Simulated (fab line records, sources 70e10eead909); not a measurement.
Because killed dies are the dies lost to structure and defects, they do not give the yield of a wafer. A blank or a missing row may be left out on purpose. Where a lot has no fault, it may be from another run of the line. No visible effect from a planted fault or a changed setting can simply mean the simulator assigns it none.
Matching of chambers ; flow nandHarc ; NHARC_A_STAIRCASE_TRIM_196 on rieDiel-13: 4 sister chambers
The step chemistry O2, time 211.2 s. 4 wafers are shown with their chamber, then 10 later ones without.

WAFERS, EACH WITH ITS CHAMBER
wafer;chamber;showerheadPlenumPTorr (Torr)
L083.6;0;3.50
L084.6;2;3.36
L085.1;3;3.64
L085.3;1;3.30

WAFERS WITHOUT THEIR CHAMBER
wafer;showerheadPlenumPTorr (Torr)
L085.6;3.36
L086.4;3.30
L086.5;3.64
L086.6;3.36
L088.2;3.63
L088.3;3.35
L088.5;3.35
L093.3;3.29
L093.4;3.63
L093.5;3.49

THE CHAMBER EACH PASSED THROUGH
wafer;from the rows above;in truth
L085.6;2;2
L086.4;1;1
L086.5;3;3
L086.6;2;2
L088.2;3;3
L088.3;2;2
L088.5;2;2
L093.3;1;1
L093.4;3;3
L093.5;0;0
Correctly placed: 10 of 10. Number that these rows cannot place: 0. 0 placed wrongly.
How it was worked out, from the rows above alone: a wafer's distance from a chamber is the root of the sum, over the readings, of the square of ((its reading less the chamber's mean) divided by the reading's scatter). If the next closest chamber is less than 2 further off than the closest, the wafer can't be placed; otherwise it belongs to the closest. For every chamber, the mean is computed from those of its wafers that are shown. The scatter (one wafer shown for each chamber): square how far every hidden wafer sits from the nearest shown wafer, average those squares and take the square root.
